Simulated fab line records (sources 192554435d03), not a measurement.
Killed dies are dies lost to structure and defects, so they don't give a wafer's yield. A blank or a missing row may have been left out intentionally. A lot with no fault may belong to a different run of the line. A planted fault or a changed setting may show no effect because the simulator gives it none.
What tool caused it? ; flow n5-finfet ; Sampling: 24 lots, 72 wafers, 6 of 1938 route steps

WHAT THE GAUGES READ, wafer by wafer
N5_BEOL_M4_OVL_MEAS_29.
lot;measured;on;V3_OVL (nm)
L074;day 7 19:32;overlay-02;-0.6 0.5 0.9
L075;day 8 02:01;overlay-02;0.1 -0.9 0.3
L076;day 8 02:58;overlay-01;-1.1 -0.7 -1.1
L077;day 8 04:44;overlay-01;-1.2 -1.6 -1.2
L078;day 8 08:43;overlay-01;-0.9 -0.5 -0.6
L079;day 8 16:53;overlay-02;0.3 -0.5 -1.1
L080;day 8 21:41;overlay-02;-0.5 -0.1 0.0
L081;day 9 04:23;overlay-01;-0.7 -0.7 -0.6
L082;day 9 15:28;overlay-01;-1.3 -1.0 -1.5
L083;day 9 21:26;overlay-02;-0.7 0.2 0.0
L084;day 10 02:08;overlay-01;-1.5 -0.8 -1.5
L085;day 10 05:18;overlay-01;-1.2 -1.0 -1.5
L086;day 10 08:23;overlay-01;-1.5 -1.4 -1.1
L087;day 11 02:01;overlay-01;-1.1 -0.2 -1.3
L090;day 11 11:13;overlay-02;-0.6 0.1 -0.3
L088;day 11 13:10;overlay-01;-1.1 -1.9 -1.6
L089;day 11 17:07;overlay-02;-1.0 -1.0 -0.9
L091;day 11 20:28;overlay-02;-1.1 0.3 -1.0
L092;day 11 22:10;overlay-02;-0.8 -0.9 -1.4
L093;day 12 06:56;overlay-02;-0.7 -0.6 -0.5
L094;day 12 08:01;overlay-02;-0.9 -0.5 -0.4
L095;day 12 20:29;overlay-01;-1.2 -0.7 0.8
L096;day 13 13:56;overlay-02;-0.3 -0.3 -0.7
L097;day 13 16:22;overlay-01;-1.1 -1.0 -1.0

N5_BEOL_M4_RS_MEAS_58: uses a four-point probe to measure.
lot;measured;on;M4_RS (ohm/sq)
L074;day 8 01:16;film-metro-01;0.67 0.62 0.67
L075;day 8 07:10;film-metro-02;0.62 0.71 0.64
L076;day 8 09:52;film-metro-01;0.66 0.63 0.61
L077;day 8 15:51;film-metro-01;0.67 0.63 0.62
L078;day 9 01:17;film-metro-01;0.63 0.65 0.65
L079;day 9 03:18;film-metro-01;0.75 0.67 0.69
L080;day 9 07:55;film-metro-02;0.70 0.70 0.66
L081;day 9 16:46;film-metro-02;0.71 0.68 0.71
L082;day 10 01:11;film-metro-01;0.70 0.71 0.63
L083;day 10 03:46;film-metro-01;0.74 0.74 0.64
L084;day 10 10:26;film-metro-01;0.73 0.63 0.71
L085;day 10 16:44;film-metro-01;0.66 0.67 0.69
L086;day 10 19:21;film-metro-02;0.80 0.65 0.68
L087;day 11 10:07;film-metro-02;0.65 0.70 0.70
L090;day 11 17:50;film-metro-02;0.66 0.71 0.70
L088;day 11 21:39;film-metro-01;0.65 0.75 0.65
L089;day 12 00:56;film-metro-01;0.66 0.70 0.68
L091;day 12 01:04;film-metro-01;0.66 0.68 0.63
L092;day 12 07:56;film-metro-01;0.68 0.68 0.68
L093;day 12 17:22;film-metro-01;0.69 0.64 0.74
L094;day 12 21:01;film-metro-01;0.70 0.67 0.69
L095;day 13 06:37;film-metro-01;0.71 0.71 0.72
L096;day 13 22:42;film-metro-01;0.71 0.68 0.69
L097;day 14 01:42;film-metro-02;0.67 0.67 0.70

WHAT TOOL EACH LOT RAN ON (gives the tool, then ch and the chambers of the sampled wafers, and finally the start)
lot;N5_BEOL_M4_TRENCH_ETCH_37;N5_BEOL_M4_ANNEAL_49;N5_BEOL_M4_PRE_CLEAN_60;N5_BEOL_M4_DEP_57
L074;rie-diel-06 ch 0,2, day 7 22:30 or earlier;pvd-sputter-03, day 7 22:30;cvd-co-01 ch 0,1, day 8 01:02;pecvd-02 ch 1,2, day 8 01:11
L075;rie-diel-05 ch 0,2,3, day 8 04:26 or earlier;pvd-sputter-02, day 8 04:26;cvd-co-02 ch 0,1,2, day 8 06:57;pecvd-02 ch 0,1,2, day 8 07:07
L076;rie-diel-02 ch 1,2,3, day 8 07:07 or earlier;pvd-sputter-01, day 8 07:07;cvd-co-01 ch 1,2, day 8 09:38;pecvd-04 ch 0,1, day 8 09:47
L077;rie-diel-06 ch 0,1,2, day 8 13:04 or earlier;pvd-sputter-02, day 8 13:04;cvd-co-02 ch 1,2, day 8 15:38;pecvd-02 ch 0,1, day 8 15:47
L078;rie-diel-06 ch 0,1,2, day 8 22:34 or earlier;pvd-sputter-03, day 8 22:34;cvd-co-01 ch 0,2, day 9 01:04;pecvd-03 ch 0,1, day 9 01:14
L079;rie-diel-05 ch 0,3, day 9 00:35 or earlier;pvd-sputter-02, day 9 00:35;cvd-co-01 ch 0,1, day 9 03:05;pecvd-03 ch 0,1, day 9 03:14
L080;rie-diel-06 ch 0,1,3, day 9 05:11 or earlier;pvd-sputter-03, day 9 05:11;cvd-co-02 ch 0,2, day 9 07:41;pecvd-04 ch 1,2, day 9 07:50
L081;rie-diel-05 ch 0,2,3, day 9 14:02 or earlier;pvd-sputter-02, day 9 14:02;cvd-co-01 ch 0,2, day 9 16:32;pecvd-03 ch 0,1,2, day 9 16:42
L082;rie-diel-06 ch 1,3, day 9 22:11 or earlier;pvd-sputter-03, day 9 22:11;cvd-co-02 ch 0,1,2, day 10 00:58;pecvd-04 ch 1,2, day 10 01:07
L083;rie-diel-06 ch 0,3, day 10 00:44 or earlier;pvd-sputter-01, day 10 00:44;cvd-co-02 ch 0,1, day 10 03:30;pecvd-03 ch 0,2, day 10 03:40
L084;rie-diel-06 ch 2,3, day 10 07:36 or earlier;pvd-sputter-01, day 10 07:36;cvd-co-01 ch 1,2, day 10 10:13;pecvd-02 ch 0,1,2, day 10 10:23
L085;rie-diel-02 ch 0,2,3, day 10 13:37 or earlier;pvd-sputter-02, day 10 13:37;cvd-co-02 ch 0,1,2, day 10 16:30;pecvd-03 ch 1,2, day 10 16:40
L086;rie-diel-05 ch 0,1,3, day 10 16:37 or earlier;pvd-sputter-03, day 10 16:37;cvd-co-02 ch 0,2, day 10 19:08;pecvd-04 ch 0,2, day 10 19:17
L087;rie-diel-02 ch 1,2, day 11 07:22 or earlier;pvd-sputter-03, day 11 07:22;cvd-co-01 ch 0,1, day 11 09:52;pecvd-02 ch 0,1, day 11 10:02
L090;rie-diel-05 ch 0,1, day 11 15:06 or earlier;pvd-sputter-02, day 11 15:06;cvd-co-01 ch 0,2, day 11 17:37;pecvd-04 ch 0,1,2, day 11 17:46
L088;rie-diel-05 ch 0,2,3, day 11 18:47 or earlier;pvd-sputter-02, day 11 18:47;cvd-co-02 ch 0,1,2, day 11 21:17;pecvd-04 ch 1,2, day 11 21:27
L089;rie-diel-02 ch 1,2, day 11 22:12 or earlier;pvd-sputter-03, day 11 22:12;cvd-co-02 ch 0,2, day 12 00:43;pecvd-04 ch 1,2, day 12 00:52
L091;rie-diel-02 ch 0,1, day 11 22:20 or earlier;pvd-sputter-02, day 11 22:20;cvd-co-01 ch 0,2, day 12 00:51;pecvd-03 ch 1,2, day 12 01:00
L092;rie-diel-02 ch 1,2, day 12 05:12 or earlier;pvd-sputter-03, day 12 05:12;cvd-co-02 ch 0,1,2, day 12 07:43;pecvd-03 ch 0,1,2, day 12 07:52
L093;rie-diel-05 ch 1,2,3, day 12 14:38 or earlier;pvd-sputter-01, day 12 14:38;cvd-co-01 ch 0,1,2, day 12 17:08;pecvd-03 ch 0,1, day 12 17:18
L094;rie-diel-02 ch 0,3, day 12 18:10 or earlier;pvd-sputter-03, day 12 18:10;cvd-co-02 ch 0,1, day 12 20:47;pecvd-04 ch 0,2, day 12 20:56
L095;rie-diel-05 ch 0,2,3, day 13 03:41 or earlier;pvd-sputter-01, day 13 03:41;cvd-co-01 ch 0,1, day 13 06:23;pecvd-04 ch 1,2, day 13 06:32
L096;rie-diel-05 ch 1,3, day 13 19:59 or earlier;pvd-sputter-02, day 13 19:59;cvd-co-01 ch 0,2, day 13 22:29;pecvd-02 ch 1,2, day 13 22:38
L097;rie-diel-02 ch 1,2, day 13 22:55 or earlier;pvd-sputter-03, day 13 22:55;cvd-co-01 ch 0,1,2, day 14 01:29;pecvd-02 ch 1,2, day 14 01:38
- N5_BEOL_M4_TRENCH_ETCH_37: etches SiOC in C4F6/O2, target depth 55.555 nm, time 29.2 s.
- N5_BEOL_M4_ANNEAL_49: time 240 s.
- N5_BEOL_M4_PRE_CLEAN_60: time 15 s.
- N5_BEOL_M4_DEP_57: deposits SiCN from 3MS/NH3, target thk 8 nm, time 14 s.

WHAT THE TOOLS THEMSELVES READ (means of the sampled wafers that have a number; where no wafer has one, the mark that the record gives instead)
N5_BEOL_M4_TRENCH_ETCH_37.
lot;tool;drypump-motor-current-A (A);oes-product-au (a.u.);rf-fwd-power-W (W);rf-vpp-V (V);showerhead-plenum-p-Torr (Torr);throttle-valve-pct (%)
L074;rie-diel-06;5.8;0.86;347.0;647;2.77;20.96
L075;rie-diel-05;5.8;0.77;350.4;664;2.78;20.65
L076;rie-diel-02;5.9;0.79;349.5;657;2.80;20.80
L077;rie-diel-06;5.7;0.88;347.4;652;2.84;20.87
L078;rie-diel-06;5.7;0.86;348.0;653;2.84;20.86
L079;rie-diel-05;5.3;0.80;351.8;658;2.77;20.49
L080;rie-diel-06;5.8;0.80;348.1;657;2.89;20.94
L081;rie-diel-05;5.8;0.75;349.5;664;2.78;20.67
L082;rie-diel-06;6.3;0.79;348.4;659;2.97;20.86
L083;rie-diel-06;6.0;0.71;349.1;654;2.86;21.13
L084;rie-diel-06;6.4;0.77;348.7;653;2.89;20.97
L085;rie-diel-02;5.7;0.76;349.9;660;2.79;20.93
L086;rie-diel-05;5.8;0.81;350.7;660;2.77;20.64
L087;rie-diel-02;6.0;0.78;349.8;647;2.77;20.78
L090;rie-diel-05;6.1;0.79;349.0;657;2.74;20.72
L088;rie-diel-05;5.8;0.74;350.6;664;2.77;20.69
L089;rie-diel-02;6.0;0.78;349.9;647;2.77;20.79
L091;rie-diel-02;5.2;0.84;350.8;662;2.77;20.62
L092;rie-diel-02;6.0;0.78;350.8;647;2.77;20.80
L093;rie-diel-05;5.9;0.78;351.0;671;2.79;20.73
L094;rie-diel-02;5.6;0.93;351.3;670;2.80;20.77
L095;rie-diel-05;5.8;0.73;350.1;663;2.77;20.70
L096;rie-diel-05;5.4;0.80;352.2;664;2.78;20.61
L097;rie-diel-02;6.0;0.76;350.2;646;2.76;20.83

N5_BEOL_M4_ANNEAL_49.
lot;tool;heater-power-w (W)
L074;pvd-sputter-03;841
L075;pvd-sputter-02;873
L076;pvd-sputter-01;804
L077;pvd-sputter-02;913
L078;pvd-sputter-03;831
L079;pvd-sputter-02;877
L080;pvd-sputter-03;848
L081;pvd-sputter-02;911
L082;pvd-sputter-03;803
L083;pvd-sputter-01;824
L084;pvd-sputter-01;806
L085;pvd-sputter-02;908
L086;pvd-sputter-03;837
L087;pvd-sputter-03;842
L090;pvd-sputter-02;913
L088;pvd-sputter-02;912
L089;pvd-sputter-03;860
L091;pvd-sputter-02;829
L092;pvd-sputter-03;829
L093;pvd-sputter-01;789
L094;pvd-sputter-03;841
L095;pvd-sputter-01;814
L096;pvd-sputter-02;922
L097;pvd-sputter-03;816

N5_BEOL_M4_PRE_CLEAN_60.
lot;tool;heater-power-w (W);rf-fwd-power-W (W)
L074;cvd-co-01;101;296.1
L075;cvd-co-02;92;297.7
L076;cvd-co-01;84;296.5
L077;cvd-co-02;83;297.4
L078;cvd-co-01;62;297.6
L079;cvd-co-01;103;294.8
L080;cvd-co-02;65;297.7
L081;cvd-co-01;64;295.6
L082;cvd-co-02;95;295.8
L083;cvd-co-02;121;296.4
L084;cvd-co-01;85;297.8
L085;cvd-co-02;94;296.9
L086;cvd-co-02;65;297.3
L087;cvd-co-01;104;295.2
L090;cvd-co-01;64;296.6
L088;cvd-co-02;94;297.2
L089;cvd-co-02;67;297.5
L091;cvd-co-01;64;296.5
L092;cvd-co-02;93;297.4
L093;cvd-co-01;83;295.8
L094;cvd-co-02;104;296.7
L095;cvd-co-01;104;295.7
L096;cvd-co-01;65;296.6
L097;cvd-co-01;84;296.6

N5_BEOL_M4_DEP_57.
lot;tool;rf-fwd-power-W (W);showerhead-plenum-p-Torr (Torr);throttle-valve-pct (%)
L074;pecvd-02;197.9;3.659;9.0
L075;pecvd-02;198.4;3.649;8.9
L076;pecvd-04;199.8;3.685;9.3
L077;pecvd-02;198.5;3.644;8.7
L078;pecvd-03;199.9;3.676;8.7
L079;pecvd-03;198.9;3.675;8.7
L080;pecvd-04;199.7;3.670;9.1
L081;pecvd-03;200.0;3.682;8.6
L082;pecvd-04;199.4;3.672;9.1
L083;pecvd-03;198.5;3.693;8.8
L084;pecvd-02;199.2;3.658;8.9
L085;pecvd-03;199.6;3.686;8.7
L086;pecvd-04;198.6;3.664;8.9
L087;pecvd-02;199.1;3.645;8.9
L090;pecvd-04;199.0;3.673;9.2
L088;pecvd-04;199.7;3.680;9.4
L089;pecvd-04;198.7;3.681;9.3
L091;pecvd-03;199.7;3.684;8.6
L092;pecvd-03;199.7;3.682;8.8
L093;pecvd-03;199.0;3.675;8.7
L094;pecvd-04;199.7;3.661;8.9
L095;pecvd-04;198.3;3.675;9.1
L096;pecvd-02;198.0;3.649;8.8
L097;pecvd-02;198.2;3.652;8.8

THE ANSWER, worked out from the rows above alone
Rule: the usual values come from the lots themselves. Put in order of their means at a reading, lots are off if they are a third of the lots or fewer, leave a main group of 4 or more, and stand apart from it by a gap of 3 or more times the standard deviation of the main group's means; of several such gaps the widest counts. A main group is skipped when, at the precision printed for the reading in the tables above, its means are all equal. A lot without any number at a reading at which 4 lots or more have one is off too. Where the step has rows for the other lots, those lots are counted as sound. The gauges are gone through in route order, then the tools' own readings, and for those a lot's mean is taken as printed above. At the first step where some lot is off, the reading lying furthest off is the one used; lots without a number count as furthest.
None of the lots is off at any reading shown; this tells nothing.

WHAT WAS PUT IN BY THE SIMULATOR
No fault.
